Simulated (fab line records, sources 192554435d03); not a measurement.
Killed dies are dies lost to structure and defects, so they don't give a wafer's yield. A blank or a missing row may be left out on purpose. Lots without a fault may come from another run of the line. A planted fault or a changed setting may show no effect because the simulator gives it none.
Which tool did it? | flow n5_finfet | 24 lots, 72 wafers sampled, at 4 steps of a route of 1938

WHAT THE GAUGES READ, wafer by wafer
N5_BEOL_M14_THK_MEAS_50: measures by xrf.
lot  | measured     | on            | M14_THK (nm)
L076 | day 12 01:08 | film_metro-01 | 526 545 523
L074 | day 12 04:41 | film_metro-01 | 538 535 533
L075 | day 12 05:20 | film_metro-01 | 547 566 546
L077 | day 12 16:58 | film_metro-02 | 574 566 536
L078 | day 13 05:00 | film_metro-02 | 558 576 539
L079 | day 13 06:17 | film_metro-01 | 546 531 551
L080 | day 13 08:07 | film_metro-01 | 546 568 548
L081 | day 13 13:53 | film_metro-01 | 529 534 533
L083 | day 13 23:56 | film_metro-02 | 580 533 566
L084 | day 14 07:38 | film_metro-02 | 537 562 529
L082 | day 14 10:58 | film_metro-02 | 536 531 547
L085 | day 14 11:27 | film_metro-02 | 545 569 550
L086 | day 14 11:54 | film_metro-02 | 531 523 524
L087 | day 14 20:01 | film_metro-02 | 526 523 544
L089 | day 15 00:58 | film_metro-01 | 549 534 541
L088 | day 15 13:18 | film_metro-01 | 527 561 552
L092 | day 15 13:32 | film_metro-01 | 544 568 549
L091 | day 15 17:16 | film_metro-01 | 551 533 527
L090 | day 15 17:27 | film_metro-02 | 519 559 556
L093 | day 15 20:52 | film_metro-02 | 556 537 546
L094 | day 16 15:12 | film_metro-02 | 547 555 520
L095 | day 16 22:45 | film_metro-01 | 531 548 534
L096 | day 17 01:02 | film_metro-01 | 543 547 540
L097 | day 17 05:01 | film_metro-01 | 558 546 559

N5_BEOL_M14_INSPECT_55: inspects for defects (darkfield).
lot  | measured     | on                | raw_defect_count
L076 | day 12 01:17 | defect_inspect-02 | 108 71 86
L074 | day 12 04:50 | defect_inspect-01 | 72 57 57
L075 | day 12 05:30 | defect_inspect-01 | 121 78 82
L077 | day 12 17:07 | defect_inspect-01 | 59 83 53
L078 | day 13 05:09 | defect_inspect-02 | 77 86 88
L079 | day 13 06:26 | defect_inspect-02 | 51 70 61
L080 | day 13 08:17 | defect_inspect-02 | 42 27 22
L081 | day 13 14:02 | defect_inspect-01 | 163 135 111
L083 | day 14 00:05 | defect_inspect-01 | 78 92 95
L084 | day 14 07:47 | defect_inspect-01 | 82 106 60
L082 | day 14 11:07 | defect_inspect-02 | 129 79 105
L085 | day 14 11:38 | defect_inspect-02 | 55 70 91
L086 | day 14 12:05 | defect_inspect-01 | 82 70 94
L087 | day 14 20:13 | defect_inspect-02 | 35 70 32
L089 | day 15 01:07 | defect_inspect-02 | 68 83 59
L088 | day 15 13:27 | defect_inspect-02 | 120 75 108
L092 | day 15 13:41 | defect_inspect-01 | 77 67 55
L091 | day 15 17:25 | defect_inspect-02 | 82 52 34
L090 | day 15 17:36 | defect_inspect-02 | 40 56 58
L093 | day 15 21:01 | defect_inspect-01 | 81 44 42
L094 | day 16 15:21 | defect_inspect-02 | 86 62 60
L095 | day 16 22:55 | defect_inspect-01 | 52 69 82
L096 | day 17 01:11 | defect_inspect-01 | 114 128 78
L097 | day 17 05:11 | defect_inspect-02 | 65 44 52

N5_BEOL_M15_OVL_MEAS_11.
lot  | measured     | on         | V14_OVL (nm)
L076 | day 12 01:54 | overlay-01 | 4 4 7
L074 | day 12 05:35 | overlay-01 | -6 -7 -4
L075 | day 12 06:14 | overlay-01 | -10 -10 -11
L077 | day 12 17:52 | overlay-02 | -5 -3 0
L078 | day 13 05:54 | overlay-01 | -14 -12 -15
L079 | day 13 07:04 | overlay-01 | -1 -7 -1
L080 | day 13 09:02 | overlay-02 | 3 0 -1
L081 | day 13 14:47 | overlay-01 | -5 -7 -8
L083 | day 14 00:50 | overlay-02 | 7 2 7
L084 | day 14 08:24 | overlay-02 | -4 -5 -3
L082 | day 14 11:44 | overlay-02 | -2 -5 -2
L085 | day 14 12:23 | overlay-01 | -2 -7 -6
L086 | day 14 12:43 | overlay-02 | -4 0 -5
L087 | day 14 20:50 | overlay-02 | -9 -14 -8
L089 | day 15 01:46 | overlay-01 | -6 -11 -3
L088 | day 15 14:12 | overlay-01 | -2 -1 6
L092 | day 15 14:27 | overlay-01 | -7 -6 -9
L091 | day 15 18:10 | overlay-01 | 1 -1 0
L090 | day 15 18:13 | overlay-02 | -11 -6 5
L093 | day 15 21:53 | overlay-02 | 0 -9 9
L094 | day 16 16:06 | overlay-02 | 1 -4 2
L095 | day 16 23:39 | overlay-01 | 0 -9 -4
L096 | day 17 01:56 | overlay-02 | -3 -6 -11
L097 | day 17 05:55 | overlay-01 | -16 -9 -5

WHICH TOOL RAN EACH LOT (tool, then ch and the chambers of the sampled wafers, then the start)
lot  | N5_BEOL_M15_ILD_DEP_00
L076 | pecvd-01 ch 0,2, day 12 01:19
L074 | pecvd-02 ch 0,2, day 12 04:53
L075 | pecvd-02 ch 1,2, day 12 05:38
L077 | pecvd-02 ch 0,1, day 12 17:10
L078 | pecvd-01 ch 0,1,2, day 13 05:11
L079 | pecvd-01 ch 0,2, day 13 06:29
L080 | pecvd-02 ch 0,2, day 13 08:20
L081 | pecvd-04 ch 0,1,2, day 13 14:04
L083 | pecvd-02 ch 0,1,2, day 14 00:07
L084 | pecvd-04 ch 1,2, day 14 07:49
L082 | pecvd-02 ch 0,2, day 14 11:09
L085 | pecvd-01 ch 0,2, day 14 11:40
L086 | pecvd-02 ch 0,2, day 14 12:08
L087 | pecvd-02 ch 0,1, day 14 20:15
L089 | pecvd-02 ch 0,1,2, day 15 01:09
L088 | pecvd-04 ch 0,1,2, day 15 13:29
L092 | pecvd-02 ch 0,1,2, day 15 13:43
L091 | pecvd-01 ch 1,2, day 15 17:27
L090 | pecvd-04 ch 0,1,2, day 15 17:38
L093 | pecvd-02 ch 0,1, day 15 21:04
L094 | pecvd-02 ch 0,1,2, day 16 15:23
L095 | pecvd-02 ch 1,2, day 16 22:57
L096 | pecvd-04 ch 0,2, day 17 01:14
L097 | pecvd-01 ch 0,1, day 17 05:13
- N5_BEOL_M15_ILD_DEP_00: deposits SiO2 from TEOS/O2, target thk 1629.3 nm, time 346.1 s.

WHAT THE TOOLS THEMSELVES READ (means of the sampled wafers that have a number; where no wafer has one, the mark that the record gives instead)
N5_BEOL_M15_ILD_DEP_00.
lot  | tool     | heater_power_w (W) | showerhead_plenum_p_Torr (Torr) | throttle_valve_pct (%)
L076 | pecvd-01 | 421                | 8.367                           | 18.9
L074 | pecvd-02 | 580                | 8.356                           | 19.5
L075 | pecvd-02 | 552                | 8.377                           | 17.9
L077 | pecvd-02 | 626                | 8.360                           | 19.4
L078 | pecvd-01 | 488                | 8.354                           | 17.9
L079 | pecvd-01 | 550                | 8.358                           | 18.0
L080 | pecvd-02 | 615                | 8.362                           | 20.0
L081 | pecvd-04 | 523                | 8.379                           | 18.7
L083 | pecvd-02 | 607                | 8.356                           | 19.0
L084 | pecvd-04 | 590                | 8.372                           | 18.5
L082 | pecvd-02 | 651                | 8.369                           | 20.0
L085 | pecvd-01 | 473                | 8.361                           | 18.8
L086 | pecvd-02 | 587                | 8.367                           | 19.6
L087 | pecvd-02 | 587                | 8.366                           | 18.3
L089 | pecvd-02 | 604                | 8.370                           | 19.0
L088 | pecvd-04 | 606                | 8.371                           | 18.9
L092 | pecvd-02 | 609                | 8.359                           | 18.9
L091 | pecvd-01 | 605                | 8.331                           | 17.5
L090 | pecvd-04 | 583                | 8.367                           | 18.8
L093 | pecvd-02 | 653                | 8.351                           | 19.2
L094 | pecvd-02 | 555                | 8.365                           | 19.1
L095 | pecvd-02 | 581                | 8.372                           | 18.1
L096 | pecvd-04 | 536                | 8.380                           | 18.7
L097 | pecvd-01 | 483                | 8.348                           | 18.0

THE ANSWER, worked out from the rows above alone
Rule: what is usual is taken from the lots themselves. Put in order of their means at a reading, lots are off if they are a third of the lots or fewer, leave a main group of 4 or more, and stand apart from it by a gap of 3 or more times the standard deviation of the main group's means; of several such gaps the widest counts. A main group whose means are all the same, to the digits that the tables above print for the reading, isn't used. A lot without any number at a reading at which 4 lots or more have one is off too. The other lots that the step has rows for count as sound. The gauges are gone through in route order, then the tools' own readings, and for those a lot's mean is taken as printed above. The first step at which some lot is off is used, and at that step the reading that is off furthest; a lot without a number counts as furthest.
No lot is off at any reading shown: from this, nothing can be told.

WHAT THE SIMULATOR HAD PUT IN
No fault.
